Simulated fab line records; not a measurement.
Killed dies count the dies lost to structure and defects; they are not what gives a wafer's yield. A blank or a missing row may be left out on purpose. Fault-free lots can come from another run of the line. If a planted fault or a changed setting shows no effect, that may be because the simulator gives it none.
fab line records	flow n5_finfet
[record] lots = 24	wafers = 72	last_day = 18
route steps=1938 shown BEOL_M0@743 BEOL_M1@754
lots that met no fault: from a run of the same line without faults
start_h: the number of hours between the record's first day and the start of the first shown wafer of the lot	wait_h: hours from the lot's prior step to this one	" unchanged from the row above	L1.1+2: a row that stands for several wafers	- no value present, or no start provided	* or withheld: withheld	< > ~ a bound
route shown NAME@n: NAME is a module with steps in the file, n the number in the route of the first one	usual: average and standard deviation across the fault-free wafers	same: alike in all rows	chamber/n: place in a boat	sites: per-site readings	_std_site: standard deviation across them	_edge_site: the outer-site mean with the inner-site mean subtracted	radius_mm: for every site, how far away it sits from the centre of the wafer	mask NAME#n: copy n	behind: the most recent tool/chamber to have shaped the wafer	hold: the reason the lot was held/the length of the hold in hours/how it ended	device: names the non-switching transistor (n, p or np)	end of line: at the end of the route, the tests of the same wafers	a step given without rows: its recipe and nothing more	killed: the dies lost at the first sort to structure and to defects; this is not the yield of the wafer	map: dies across one wafer; x = killed, . = not, _ = none there
set.NAME: the setting as run; set.NAME@STEP: as run at that earlier step	model.NAME: the simulator's own value behind a step, which no gauge read
the route's steps for a sample of lots (tables are steps, rows are wafers)
services: the hour from which a tool's chamber was out of use, counted from the record's first day as start_h (under 0 if before that day), plus the number of hours and why
[[steps]]
[step N5_BEOL_M0_CMP_120]
[recipe] stop_on = SiOC	t_overpolish_s = 6.9	down_force_psi = 1	platen_rpm = 50	clearing_platen_down_force_psi = 1.5	clearing_platen_rpm = 50	post_cmp_clean = cu_alkaline	clearing_platen_pad_velocity_m_s = 0.99484	pad_velocity_m_s = 0.99484
[usual] barrier_field_endpoint_s = 3.64/0.11	motor_current_A = 5.8/0.48	overpolish_run_s = 6.898/0.009	time_to_endpoint_s = 63/3
lot.wafer	tool	chamber	start_h	wait_h	barrier_field_endpoint_s	motor_current_A	overpolish_run_s	time_to_endpoint_s
L074.3	cmp-02	1	120.82	0.2	3.58	5.9	6.888	58
L074.4	"	2	"	"	3.63	6.2	6.917	62
L074.5	"	0	"	"	3.57	6.3	6.909	62
L075.2	cmp-01	0	129.55	0.5	3.68	5.5	6.900	60
L075.6	"	0	"	"	3.69	5.2	6.905	61
L075.5	"	1	"	"	3.57	6.0	6.892	61
L076.1	cmp-02	1	142.42	0.3	3.80	5.8	6.891	62
L076.4	"	3	"	"	3.69	5.2	6.897	59
L076.6	"	0	"	"	3.65	6.3	6.895	60
L077.3	cmp-02	0	154.63	0.2	3.73	6.7	6.903	67
L077.6	"	2	"	"	3.73	6.6	6.885	69
L077.5	"	3	"	"	3.58	5.2	6.901	62
L079.4	cmp-02	0	156.36	0.2	3.66	6.3	6.903	65
L079.3	"	1	"	"	3.54	6.5	6.908	63
L079.6	"	2	"	"	3.75	6.5	6.892	66
L080.3	cmp-04	1	157.07	0.2	3.42	5.4	6.885	57
L080.4	"	2	"	"	3.55	6.2	6.878	60
L080.5	"	1	"	"	3.50	5.2	6.893	61
L078.1	cmp-02	2	158.46	0.3	3.70	6.4	6.900	67
L078.2	"	3	"	"	3.61	5.2	6.901	57
L078.5	"	2	"	"	3.71	6.3	6.899	65
L081.1	cmp-01	3	164.58	0.3	3.64	4.8	6.896	60
L081.5	"	1	"	"	3.82	5.7	6.904	66
L081.6	"	2	"	"	3.65	5.8	6.897	62
L082.3	cmp-01	1	167.59	0.2	3.46	6.0	6.900	60
L082.2	"	3	"	"	3.53	5.1	6.891	59
L082.6	"	1	"	"	3.69	5.7	6.874	62
L083.2	cmp-04	2	176.12	0.2	3.50	6.7	6.893	56
L083.6	"	2	"	"	3.55	6.0	6.904	60
L083.5	"	3	"	"	3.58	5.3	6.899	56
L084.1	cmp-04	3	184.60	0.3	3.47	5.4	6.905	59
L084.4	"	1	"	"	3.74	5.4	6.885	58
L084.3	"	2	"	"	3.70	6.1	6.892	63
L085.1	cmp-04	2	186.60	0.3	3.54	6.1	6.907	63
L085.4	"	3	"	"	3.54	5.6	6.901	60
L085.6	"	1	"	"	3.40	5.6	6.890	59
L086.1	cmp-02	3	201.17	0.3	3.65	5.4	6.910	65
L086.3	"	1	"	"	3.69	6.0	6.894	65
L086.5	"	3	"	"	3.38	5.3	6.905	65
L087.4	cmp-01	1	206.55	0.1	3.61	5.8	6.897	62
L087.1	"	0	"	"	3.70	5.6	6.889	64
L087.5	"	1	"	"	3.65	5.8	6.915	68
L088.3	cmp-01	2	211.14	0.2	3.56	5.6	6.892	62
L088.1	"	3	"	"	3.41	5.0	6.893	62
L088.4	"	0	"	"	3.50	5.4	6.894	62
L089.4	cmp-02	1	214.89	0.2	3.75	5.9	6.904	65
L089.1	"	2	"	"	3.85	6.3	6.887	70
L089.5	"	3	"	"	3.64	5.1	6.918	61
L090.1	cmp-01	2	226.26	0.5	3.66	5.8	6.910	65
L090.2	"	3	"	"	3.62	4.9	6.900	61
L090.5	"	1	"	"	3.52	6.1	6.885	64
L092.3	cmp-02	3	229.90	0.2	3.71	5.5	6.899	64
L092.2	"	0	"	"	3.71	6.3	6.910	69
L092.4	"	1	"	"	3.50	6.1	6.919	67
L091.3	cmp-02	3	230.23	0.2	3.69	5.3	6.898	62
L091.2	"	0	"	"	3.64	6.4	6.903	63
L091.6	"	2	"	"	3.72	6.8	6.911	67
L093.3	cmp-01	0	238.95	0.3	3.59	5.2	6.887	62
L093.1	"	2	"	"	3.60	5.8	6.888	61
L093.6	"	0	"	"	3.60	5.5	6.905	61
L094.2	cmp-04	1	244.60	0.2	3.48	5.3	6.901	63
L094.3	"	3	"	"	3.55	5.8	6.912	63
L094.5	"	1	"	"	3.55	5.4	6.904	64
L095.1	cmp-01	1	248.20	0.3	3.49	5.8	6.895	65
L095.3	"	2	"	"	3.59	6.1	6.882	64
L095.4	"	0	"	"	3.66	5.5	6.909	65
L097.3	cmp-02	0	255.73	0.2	3.67	6.3	6.900	62
L097.1	"	3	"	"	3.72	5.3	6.904	60
L097.5	"	1	"	"	3.66	6.2	6.898	65
L096.3	cmp-02	1	260.91	0.2	3.61	6.1	6.912	63
L096.1	"	2	"	"	3.66	6.5	6.904	69
L096.5	"	1	"	"	3.80	6.0	6.900	64
[step N5_BEOL_M1_HM_DEP_02]
[recipe] material = TiN	target_thk_a = 200	temp_c = 25	chamber_pressure_pa = 0.49996
[usual] throttle_valve_pct = 30.0/1.2
lot.wafer	tool	chamber	start_h	wait_h	throttle_valve_pct
L074.3	pvd_sputter-01	-	122.87	1.3	30.2
L074.4	"	-	"	"	31.4
L074.5	"	-	"	"	31.6
L075.2	pvd_sputter-02	-	130.56	0.0	30.3
L075.5	"	-	"	"	30.1
L075.6	"	-	"	"	29.4
L076.1	pvd_sputter-01	-	145.04	1.9	28.2
L076.4	"	-	"	"	31.5
L076.6	"	-	"	"	31.5
L077.3	pvd_sputter-01	-	156.70	1.2	28.2
L077.5	"	-	"	"	31.5
L077.6	"	-	"	"	30.1
L079.3	pvd_sputter-03	-	157.55	0.5	29.0
L079.4	"	-	"	"	31.0
L079.6	"	-	"	"	29.0
L080.3	pvd_sputter-03	-	157.81	0.0	29.2
L080.4	"	-	"	"	30.7
L080.5	"	-	"	"	29.2
L078.1	pvd_sputter-01	-	160.11	0.9	28.3
L078.2	"	-	"	"	30.2
L078.5	"	-	"	"	31.6
L081.1	pvd_sputter-03	-	166.29	1.1	28.5
L081.5	"	-	"	"	29.1
L081.6	"	-	"	"	29.2
L082.2	pvd_sputter-01	-	172.29	4.0	28.1
L082.3	"	-	"	"	30.5
L082.6	"	-	"	"	30.0
L083.2	pvd_sputter-03	-	177.65	0.8	29.5
L083.5	"	-	"	"	28.4
L083.6	"	-	"	"	31.2
L084.1	pvd_sputter-01	-	185.60	0.3	29.9
L084.3	"	-	"	"	30.3
L084.4	"	-	"	"	31.7
L085.1	pvd_sputter-03	-	188.75	1.4	30.7
L085.4	"	-	"	"	28.5
L085.6	"	-	"	"	30.9
L086.1	pvd_sputter-01	-	204.48	2.6	30.2
L086.3	"	-	"	"	30.1
L086.5	"	-	"	"	30.4
L087.1	pvd_sputter-02	-	209.02	1.7	29.9
L087.4	"	-	"	"	30.4
L087.5	"	-	"	"	32.3
L088.1	pvd_sputter-02	-	212.90	1.0	32.4
L088.3	"	-	"	"	30.4
L088.4	"	-	"	"	29.3
L089.1	pvd_sputter-02	-	215.67	0.1	29.1
L089.4	"	-	"	"	30.4
L089.5	"	-	"	"	30.0
L090.1	pvd_sputter-01	-	227.46	0.4	30.3
L090.2	"	-	"	"	28.5
L090.5	"	-	"	"	28.1
L092.2	pvd_sputter-02	-	234.54	3.8	32.0
L092.3	"	-	"	"	29.2
L092.4	"	-	"	"	30.2
L091.2	pvd_sputter-02	-	234.74	3.8	32.0
L091.3	"	-	"	"	29.9
L091.6	"	-	"	"	32.2
L093.1	pvd_sputter-02	-	240.61	0.9	30.6
L093.3	"	-	"	"	29.4
L093.6	"	-	"	"	32.2
L094.2	pvd_sputter-01	-	246.28	0.9	31.3
L094.3	"	-	"	"	28.3
L094.5	"	-	"	"	30.3
L095.1	pvd_sputter-01	-	251.96	3.0	30.2
L095.3	"	-	"	"	28.2
L095.4	"	-	"	"	30.3
L097.1	pvd_sputter-03	-	257.23	0.8	29.2
L097.3	"	-	"	"	28.8
L097.5	"	-	"	"	31.0
L096.1	pvd_sputter-03	-	262.51	0.9	28.7
L096.3	"	-	"	"	30.8
L096.5	"	-	"	"	28.7
[step N5_BEOL_M1_ETCH_63]
[recipe] chemistry = CF4	target = SiARC	target_depth_a = 156	mask_material = CAR-EUV	time_s = 26	ion_energy_ev = 80	pressure_mtorr = 40	source_w = 545	bias_w = 36	Ar_flow_sccm = 100	cf4_flow_sccm = 100	ends = cleared
[usual] drypump_motor_current_A = 5.9/0.39	etch_rf_on_time_s = 26.2/0.61	mfc_ar_sccm = 100.03/0.28	oes_product_au = 0.65/0.054	rf_vpp_V = 184.2/1.2	showerhead_plenum_p_Torr = 2.16/0.073	throttle_valve_pct = 15.64/0.2
lot.wafer	tool	chamber	start_h	wait_h	drypump_motor_current_A	etch_rf_on_time_s	mfc_ar_sccm	oes_product_au	rf_hours_counter_h	rf_vpp_V	showerhead_plenum_p_Torr	throttle_valve_pct
L074.3	rie_diel-01	1	123.43	0.0	6.3	25.4	100.18	0.69	134	185.8	2.23	15.20
L074.4	"	2	"	"	6.4	26.2	99.66	0.64	157	183.2	2.06	15.46
L074.5	"	3	"	"	5.7	27.0	99.96	0.62	-	185.4	2.22	15.54
L075.2	rie_diel-01	0	131.13	0.0	5.5	25.4	99.93	0.73	56	184.9	2.27	15.65
L075.5	"	0	"	"	5.5	25.3	99.54	0.72	-	183.8	2.27	15.66
L075.6	"	3	"	"	5.7	26.5	100.33	0.61	-	184.3	2.21	15.54
L076.1	rie_diel-06	3	145.61	0.0	6.3	26.3	100.11	0.69	77	184.8	2.18	15.63
L076.4	"	0	"	"	4.9	27.8	100.02	0.58	238	183.3	2.03	16.21
L076.6	"	2	"	"	6.3	26.9	100.16	0.61	-	184.0	2.13	15.57
L077.3	rie_diel-06	0	157.39	0.0	4.9	27.2	99.84	0.59	242	183.9	2.03	16.19
L077.5	"	3	"	"	6.3	25.5	100.13	0.69	-	183.2	2.18	15.63
L077.6	"	2	"	"	6.3	26.9	100.10	0.61	-	185.2	2.13	15.58
L079.3	rie_diel-01	1	158.25	0.0	6.3	25.1	100.74	0.68	147	185.7	2.22	15.22
L079.4	"	2	"	"	6.4	26.1	100.32	0.62	169	182.3	2.05	15.49
L079.6	"	1	"	"	6.3	25.1	100.90	0.68	-	185.4	2.22	15.22
L080.3	rie_diel-05	1	158.37	0.0	6.1	26.1	100.15	0.60	211	183.0	2.05	15.43
L080.4	"	1	"	"	6.1	26.2	100.05	0.61	-	182.0	2.05	15.45
L080.5	"	3	"	"	5.8	26.8	99.86	0.61	-	183.7	2.23	15.83
L078.1	rie_diel-06	0	160.67	0.0	4.9	27.5	99.96	0.58	243	183.6	2.03	16.21
L078.2	"	2	"	"	6.3	26.7	99.75	0.61	194	184.7	2.13	15.57
L078.5	"	1	"	"	5.8	25.6	100.00	0.74	-	185.4	2.19	15.52
L081.1	rie_diel-05	3	166.91	0.0	5.8	27.0	100.46	0.61	183	185.0	2.23	15.83
L081.5	"	0	"	"	5.5	26.7	100.16	0.64	-	183.3	2.07	15.82
L081.6	"	1	"	"	6.1	26.4	100.31	0.60	-	183.1	2.05	15.44
L082.2	rie_diel-06	0	172.85	0.0	4.9	27.3	99.93	0.58	247	182.3	2.03	16.19
L082.3	"	2	"	"	6.4	26.9	99.90	0.61	197	183.4	2.13	15.58
L082.6	"	3	"	"	6.3	25.8	100.42	0.68	-	184.0	2.18	15.62
L083.2	rie_diel-05	2	178.33	0.0	5.6	26.3	99.91	0.58	237	186.1	2.19	15.80
L083.5	"	2	"	"	5.6	26.3	100.03	0.58	-	184.9	2.18	15.81
L083.6	"	3	"	"	5.8	26.5	99.49	0.62	-	183.4	2.23	15.83
L084.1	rie_diel-06	2	187.06	0.0	6.3	27.1	100.05	0.60	202	184.2	2.13	15.60
L084.3	"	0	"	"	4.9	27.6	99.39	0.58	251	180.6	2.03	16.22
L084.4	"	3	"	"	6.3	26.1	99.74	0.68	89	183.3	2.18	15.63
L085.1	rie_diel-05	3	190.71	0.0	5.8	27.0	100.12	0.61	188	185.5	2.23	15.83
L085.4	"	2	"	"	5.6	26.3	100.18	0.57	240	185.0	2.18	15.81
L085.6	"	2	"	"	5.6	26.5	100.23	0.57	-	183.5	2.18	15.82
L086.1	rie_diel-01	2	205.41	0.0	6.4	25.9	100.18	0.62	181	182.4	2.05	15.52
L086.3	"	1	"	"	6.3	25.3	99.60	0.67	160	185.5	2.22	15.24
L086.5	"	3	"	"	5.7	26.3	99.62	0.61	-	184.5	2.21	15.60
L087.1	rie_diel-06	3	209.75	0.0	6.3	26.0	99.72	0.68	93	183.0	2.18	15.62
L087.4	"	3	"	"	6.3	26.0	99.68	0.67	-	183.2	2.18	15.66
L087.5	"	3	"	"	6.3	26.0	99.99	0.67	-	182.5	2.18	15.67
L088.1	rie_diel-06	1	214.32	0.0	5.8	26.1	100.04	0.71	54	183.6	2.19	15.56
L088.3	"	3	"	"	6.3	25.9	100.21	0.68	-	184.5	2.18	15.65
L088.4	"	1	"	"	5.8	25.8	100.34	0.72	-	185.1	2.18	15.56
L089.1	rie_diel-05	2	216.46	0.0	5.6	26.3	100.09	0.57	249	183.4	2.18	15.83
L089.4	"	3	"	"	5.8	26.5	100.23	0.61	197	185.2	2.23	15.85
L089.5	"	1	"	"	6.1	26.0	99.77	0.60	-	183.1	2.04	15.49
L090.1	rie_diel-06	2	228.04	0.0	6.4	27.0	100.00	0.60	207	185.4	2.13	15.61
L090.2	"	1	"	"	5.8	25.7	99.63	0.71	61	184.9	2.18	15.58
L090.5	"	3	"	"	6.3	25.9	99.99	0.67	-	184.2	2.17	15.68
L092.2	rie_diel-01	3	235.23	0.0	5.7	26.1	99.97	0.60	213	184.1	2.20	15.60
L092.3	"	2	"	"	6.4	25.9	99.91	0.62	189	183.1	2.05	15.52
L092.4	"	0	"	"	5.5	25.5	100.09	0.69	88	185.2	2.26	15.73
L091.2	rie_diel-05	3	235.47	0.0	5.7	26.7	99.87	0.61	204	184.9	2.22	15.87
L091.3	"	1	"	"	6.1	26.6	99.66	0.59	236	183.2	2.04	15.49
L091.6	"	1	"	"	6.1	26.4	100.11	0.59	-	182.1	2.04	15.50
L093.1	rie_diel-06	2	241.17	0.0	6.3	27.3	100.16	0.60	212	184.7	2.13	15.61
L093.3	"	3	"	"	6.3	26.2	99.94	0.67	107	183.1	2.17	15.68
L093.6	"	3	"	"	6.3	25.9	100.35	0.67	-	184.3	2.17	15.68
L094.2	rie_diel-01	0	246.84	0.0	5.5	25.6	100.00	0.69	91	184.5	2.26	15.75
L094.3	"	2	"	"	6.4	26.0	100.03	0.61	192	182.0	2.04	15.54
L094.5	"	0	"	"	5.5	25.7	99.89	0.69	-	184.0	2.26	15.74
L095.1	rie_diel-05	1	253.44	0.0	6.1	26.6	100.11	0.59	243	181.3	2.04	15.51
L095.3	"	3	"	"	5.8	26.5	99.85	0.60	210	183.6	2.22	15.90
L095.4	"	0	"	"	5.5	26.5	100.01	0.62	159	181.8	2.06	15.86
L097.1	rie_diel-01	0	257.80	0.0	5.5	25.8	100.77	0.69	95	184.9	2.26	15.73
L097.3	"	2	"	"	6.4	26.3	99.47	0.61	197	184.8	2.04	15.56
L097.5	"	0	"	"	5.5	25.6	100.35	0.69	-	184.5	2.26	15.75
L096.1	rie_diel-06	2	263.20	0.0	6.3	26.9	100.13	0.59	219	184.1	2.12	15.62
L096.3	"	0	"	"	4.9	26.2	99.54	0.81	5	184.4	2.28	15.71
L096.5	"	2	"	"	6.4	27.2	99.93	0.59	-	182.4	2.12	15.62
[step N5_BEOL_M1_CD_MEAS_18]
[recipe] pitch_nm = 36	target_cd_nm = 18
[usual] cd_nm = 17.9/0.31
lot.wafer	tool	chamber	start_h	wait_h	cd_nm
L074.3	cd_sem-01	-	123.81	0.1	17.9
L074.4	"	-	"	"	17.5
L074.5	"	-	"	"	17.9
L075.2	cd_sem-02	-	131.51	0.1	17.6
L075.5	"	-	"	"	17.7
L075.6	"	-	"	"	17.7
L076.1	cd_sem-01	-	145.98	0.0	17.7
L076.4	"	-	"	"	17.5
L076.6	"	-	"	"	17.3
L077.3	cd_sem-01	-	157.77	0.1	17.5
L077.5	"	-	"	"	18.5
L077.6	"	-	"	"	18.1
L079.3	cd_sem-02	-	158.63	0.1	18.1
L079.4	"	-	"	"	18.3
L079.6	"	-	"	"	18.2
L080.3	cd_sem-01	-	158.75	0.1	18.1
L080.4	"	-	"	"	17.5
L080.5	"	-	"	"	18.1
L078.1	cd_sem-03	-	161.07	0.0	17.8
L078.2	"	-	"	"	17.7
L078.5	"	-	"	"	18.0
L081.1	cd_sem-02	-	167.35	0.0	18.1
L081.5	"	-	"	"	18.2
L081.6	"	-	"	"	17.8
L082.2	cd_sem-01	-	173.23	0.1	17.8
L082.3	"	-	"	"	17.3
L082.6	"	-	"	"	17.9
L083.2	cd_sem-02	-	178.71	0.1	18.0
L083.5	"	-	"	"	17.4
L083.6	"	-	"	"	18.1
L084.1	cd_sem-01	-	187.44	0.0	17.3
L084.3	"	-	"	"	18.3
L084.4	"	-	"	"	17.7
L085.1	cd_sem-03	-	191.52	0.0	18.3
L085.4	"	-	"	"	18.0
L085.6	"	-	"	"	18.0
L086.1	cd_sem-01	-	205.82	0.0	17.8
L086.3	"	-	"	"	17.5
L086.5	"	-	"	"	17.7
L087.1	cd_sem-01	-	210.21	0.0	17.3
L087.4	"	-	"	"	18.1
L087.5	"	-	"	"	17.8
L088.1	cd_sem-02	-	214.88	0.1	18.6
L088.3	"	-	"	"	17.7
L088.4	"	-	"	"	17.9
L089.1	cd_sem-03	-	216.83	0.0	18.2
L089.4	"	-	"	"	17.9
L089.5	"	-	"	"	18.4
L090.1	cd_sem-01	-	228.44	0.0	17.8
L090.2	"	-	"	"	18.3
L090.5	"	-	"	"	17.7
L092.2	cd_sem-03	-	235.61	0.1	17.3
L092.3	"	-	"	"	18.5
L092.4	"	-	"	"	18.2
L091.2	cd_sem-02	-	235.84	0.1	17.7
L091.3	"	-	"	"	18.0
L091.6	"	-	"	"	17.8
L093.1	cd_sem-02	-	241.70	0.0	17.6
L093.3	"	-	"	"	17.4
L093.6	"	-	"	"	17.3
L094.2	cd_sem-01	-	247.24	0.1	17.8
L094.3	"	-	"	"	18.1
L094.5	"	-	"	"	18.2
L095.1	cd_sem-02	-	253.96	0.0	18.0
L095.3	"	-	"	"	18.5
L095.4	"	-	"	"	18.1
L097.1	cd_sem-02	-	258.25	0.0	18.0
L097.3	"	-	"	"	17.9
L097.5	"	-	"	"	18.5
L096.1	cd_sem-02	-	263.57	0.0	17.4
L096.3	"	-	"	"	17.8
L096.5	"	-	"	"	17.3
[step N5_BEOL_M1_STRIP_36]
[recipe] chemistry = N2/H2	power_w = 450	temp_c = 40	pressure_mtorr = 20	rf_frequency_hz = 6e+07	overash_fraction = 0.3	bias_power_w = 7	h2_frac = 0.5	n2_flow_sccm = 200	h2_flow_sccm = 200
[usual] drypump_motor_current_A = 5.9/0.41	oes_product_au = 0.75/0.055	rf_vpp_V = 59.2/1.3	showerhead_plenum_p_Torr = 2.55/0.1	throttle_valve_pct = 23.6/0.34
lot.wafer	tool	chamber	start_h	wait_h	drypump_motor_current_A	oes_product_au	rf_hours_counter_h	rf_vpp_V	showerhead_plenum_p_Torr	throttle_valve_pct
L074.3	rie_diel-01	2	129.27	0.0	6.3	0.75	158	58.7	2.44	23.3
L074.4	"	0	"	"	5.5	0.85	56	60.3	2.69	23.6
L074.5	"	0	"	"	5.5	0.85	-	60.3	2.69	23.7
L075.2	rie_diel-06	0	134.46	0.0	4.9	0.70	234	58.6	2.38	24.0
L075.5	"	0	"	"	4.9	0.69	-	60.4	2.38	24.0
L075.6	"	3	"	"	6.3	0.82	-	58.8	2.59	24.0
L076.1	rie_diel-05	1	147.06	0.0	6.1	0.71	208	56.3	2.41	23.1
L076.4	"	2	"	"	5.6	0.70	228	60.1	2.61	23.8
L076.6	"	3	"	"	5.8	0.71	-	58.5	2.64	23.8
L079.3	rie_diel-01	1	159.76	0.0	6.3	0.78	147	58.5	2.64	22.9
L079.4	"	2	"	"	6.4	0.73	169	58.7	2.43	23.3
L079.6	"	0	"	"	5.5	0.83	-	59.4	2.69	23.7
L077.3	rie_diel-06	3	159.84	0.0	6.3	0.81	81	58.0	2.58	23.9
L077.5	"	1	"	"	5.9	0.86	-	59.4	2.60	23.6
L077.6	"	0	"	"	5.0	0.69	-	60.3	2.38	24.0
L080.3	rie_diel-06	0	160.24	0.0	4.9	0.70	242	59.4	2.38	24.0
L080.4	"	3	"	"	6.3	0.81	81	58.8	2.58	24.0
L080.5	"	3	"	"	6.3	0.80	-	60.7	2.58	23.9
L078.1	rie_diel-05	0	163.02	0.0	5.5	0.77	129	56.1	2.44	24.0
L078.2	"	3	"	"	5.8	0.73	181	58.5	2.64	23.8
L078.5	"	1	"	"	6.1	0.71	-	57.4	2.41	23.1
L081.1	rie_diel-01	2	171.76	0.0	6.4	0.75	172	59.1	2.43	23.3
L081.5	"	3	"	"	5.8	0.71	-	60.8	2.63	23.7
L081.6	"	2	"	"	6.4	0.72	-	62.2	2.43	23.4
L082.2	rie_diel-05	1	177.34	0.0	6.1	0.71	217	57.9	2.41	23.1
L082.3	"	3	"	"	5.8	0.71	185	58.4	2.64	23.8
L082.6	"	0	"	"	5.6	0.75	-	59.1	2.44	24.0
L083.2	rie_diel-01	0	181.27	0.0	5.5	0.81	73	59.2	2.69	23.7
L083.5	"	2	"	"	6.3	0.73	-	58.1	2.43	23.4
L083.6	"	1	"	"	6.3	0.78	-	61.3	2.64	22.9
L084.1	rie_diel-06	1	189.78	0.0	5.8	0.84	44	59.2	2.59	23.6
L084.3	"	0	"	"	4.9	0.68	252	56.6	2.37	24.0
L084.4	"	3	"	"	6.3	0.79	90	56.6	2.58	24.0
L085.1	rie_diel-06	3	192.92	0.0	6.3	0.80	91	58.5	2.58	24.0
L085.4	"	0	"	"	4.9	0.69	252	58.7	2.37	24.0
L085.6	"	3	"	"	6.3	0.80	-	59.8	2.58	24.0
L086.1	rie_diel-05	2	209.20	0.0	5.6	0.67	246	61.4	2.60	23.8
L086.3	"	1	"	"	6.1	0.70	226	57.4	2.41	23.1
L086.5	"	3	"	"	5.8	0.71	-	58.1	2.63	23.8
L087.1	rie_diel-01	3	221.29	0.0	5.7	0.71	209	60.9	2.62	23.7
L087.4	"	1	"	"	6.3	0.77	164	59.7	2.64	22.9
L087.5	"	3	"	"	5.7	0.72	-	59.6	2.62	23.7
L088.1	rie_diel-05	0	226.47	0.0	5.6	0.74	150	58.3	2.43	24.0
L088.3	"	1	"	"	6.1	0.69	233	57.7	2.40	23.1
L088.4	"	1	"	"	6.1	0.69	-	59.4	2.40	23.1
L089.1	rie_diel-01	2	226.66	0.0	6.4	0.72	186	56.2	2.43	23.3
L089.4	"	0	"	"	5.5	0.80	85	60.1	2.68	23.7
L089.5	"	3	"	"	5.8	0.70	-	58.4	2.62	23.7
L090.1	rie_diel-06	3	229.62	0.0	6.3	0.78	102	61.0	2.57	24.0
L090.2	"	1	"	"	5.8	0.83	61	58.5	2.59	23.7
L090.5	"	1	"	"	5.8	0.83	-	57.4	2.59	23.6
L092.2	rie_diel-01	2	236.66	0.0	6.4	0.72	189	60.7	2.43	23.4
L092.3	"	3	"	"	5.7	0.71	214	58.3	2.62	23.7
L092.4	"	1	"	"	6.3	0.78	168	60.5	2.63	22.9
L091.2	rie_diel-06	2	238.29	0.0	6.4	0.72	210	61.4	2.50	23.5
L091.3	"	3	"	"	6.3	0.77	105	59.3	2.57	24.0
L091.6	"	1	"	"	5.8	0.83	-	60.5	2.59	23.6
L093.1	rie_diel-01	0	243.23	0.0	5.5	0.80	90	59.5	2.68	23.7
L093.3	"	3	"	"	5.8	0.71	216	58.4	2.62	23.7
L093.6	"	1	"	"	6.3	0.77	-	59.0	2.63	22.9
L094.2	rie_diel-05	0	253.81	0.0	5.6	0.74	159	60.0	2.43	24.0
L094.3	"	2	"	"	5.6	0.98	5	58.8	2.59	23.5
L094.5	"	1	"	"	6.1	0.69	-	56.6	2.40	23.1
L095.1	rie_diel-01	1	256.79	0.0	6.3	0.77	175	58.0	2.63	22.9
L095.3	"	0	"	"	5.5	0.79	94	59.8	2.68	23.7
L095.4	"	2	"	"	6.4	0.72	196	59.8	2.42	23.4
L097.1	rie_diel-01	2	262.46	0.0	6.4	0.71	198	57.7	2.42	23.4
L097.3	"	3	"	"	5.7	0.71	222	60.9	2.62	23.7
L097.5	"	0	"	"	5.4	0.80	-	58.8	2.68	23.8
L096.1	rie_diel-05	1	265.68	0.0	6.1	0.69	246	59.2	2.40	23.1
L096.3	"	2	"	"	5.6	0.96	8	58.7	2.59	23.5
L096.5	"	1	"	"	6.1	0.70	-	59.1	2.40	23.2
[step N5_BEOL_M1_DEGAS_44]
[recipe] ambient = vacuum	temp_c = 250	time_s = 60
[usual] heater_power_w = 332/24
lot.wafer	tool	chamber	start_h	wait_h	heater_power_w
L074.3	pvd_sputter-02	-	129.81	0.2	339
L074.4	"	-	"	"	310
L074.5	"	-	"	"	295
L075.2	pvd_sputter-03	-	135.21	0.4	358
L075.5	"	-	"	"	361
L075.6	"	-	"	"	314
L076.1	pvd_sputter-03	-	147.45	0.0	350
L076.4	"	-	"	"	324
L076.6	"	-	"	"	323
L079.3	pvd_sputter-03	-	160.46	0.3	350
L079.4	"	-	"	"	327
L079.6	"	-	"	"	362
L077.3	pvd_sputter-03	-	160.54	0.3	363
L077.5	"	-	"	"	353
L077.6	"	-	"	"	321
L080.3	pvd_sputter-03	-	160.78	0.2	322
L080.4	"	-	"	"	351
L080.5	"	-	"	"	354
L078.1	pvd_sputter-03	-	163.70	0.3	357
L078.2	"	-	"	"	321
L078.5	"	-	"	"	355
L081.1	pvd_sputter-01	-	172.89	0.8	343
L081.5	"	-	"	"	289
L081.6	"	-	"	"	341
L082.2	pvd_sputter-03	-	178.05	0.4	355
L082.3	"	-	"	"	325
L082.6	"	-	"	"	326
L083.2	pvd_sputter-03	-	182.19	0.6	319
L083.5	"	-	"	"	353
L083.6	"	-	"	"	321
L084.1	pvd_sputter-02	-	190.43	0.3	346
L084.3	"	-	"	"	306
L084.4	"	-	"	"	347
L085.1	pvd_sputter-02	-	193.31	0.0	343
L085.4	"	-	"	"	331
L085.6	"	-	"	"	346
L086.1	pvd_sputter-02	-	209.74	0.2	343
L086.3	"	-	"	"	347
L086.5	"	-	"	"	306
L087.1	pvd_sputter-03	-	221.81	0.2	357
L087.4	"	-	"	"	315
L087.5	"	-	"	"	323
L088.1	pvd_sputter-01	-	227.16	0.3	341
L088.3	"	-	"	"	290
L088.4	"	-	"	"	366
L089.1	pvd_sputter-02	-	227.30	0.3	345
L089.4	"	-	"	"	303
L089.5	"	-	"	"	339
L090.1	pvd_sputter-02	-	230.18	0.2	345
L090.2	"	-	"	"	344
L090.5	"	-	"	"	313
L092.2	pvd_sputter-02	-	237.09	0.1	352
L092.3	"	-	"	"	308
L092.4	"	-	"	"	352
L091.2	pvd_sputter-01	-	239.46	0.8	361
L091.3	"	-	"	"	295
L091.6	"	-	"	"	288
L093.1	pvd_sputter-02	-	244.39	0.8	337
L093.3	"	-	"	"	303
L093.6	"	-	"	"	310
L094.2	pvd_sputter-03	-	254.22	0.1	331
L094.3	"	-	"	"	318
L094.5	"	-	"	"	352
L095.1	pvd_sputter-01	-	257.38	0.2	360
L095.3	"	-	"	"	277
L095.4	"	-	"	"	290
L097.1	pvd_sputter-02	-	262.95	0.1	289
L097.3	"	-	"	"	333
L097.5	"	-	"	"	345
L096.1	pvd_sputter-01	-	266.24	0.2	283
L096.3	"	-	"	"	369
L096.5	"	-	"	"	286
[[services]]
tool	chamber	start_h	hours	kind
cmp-04	-	107.65	2.1	repair
cmp-01	-	113.44	0.2	repair
cmp-01	-	115.51	2.4	repair
rie_diel-06	2	124.88	3.2	repair
cmp-01	-	129.78	5.0	pm
pvd_sputter-01	-	137.17	2.2	repair
rie_diel-05	0	157.45	2.8	repair
cmp-01	-	174.35	9.1	pm
cmp-04	-	199.73	4.0	pm
rie_diel-06	2	201.30	23.7	repair
rie_diel-06	3	202.27	7.3	repair
cmp-04	-	204.42	1.4	repair
rie_diel-01	-	211.73	3.2	repair
cmp-04	-	218.83	0.5	repair
rie_diel-05	2	220.81	-	clean
rie_diel-06	0	226.90	-	clean
rie_diel-06	0	226.90	-	consumable_replace:focus_ring
rie_diel-06	0	226.90	-	consumable_replace:showerhead
rie_diel-06	0	226.90	20.7	scheduled_down
rie_diel-06	0	226.90	20.7	vent_cycle
pvd_sputter-01	-	231.67	2.2	repair
pvd_sputter-01	-	236.50	2.7	repair
rie_diel-01	-	243.61	0.2	repair
cmp-04	-	252.53	18.1	pm
[[key]]
fault none
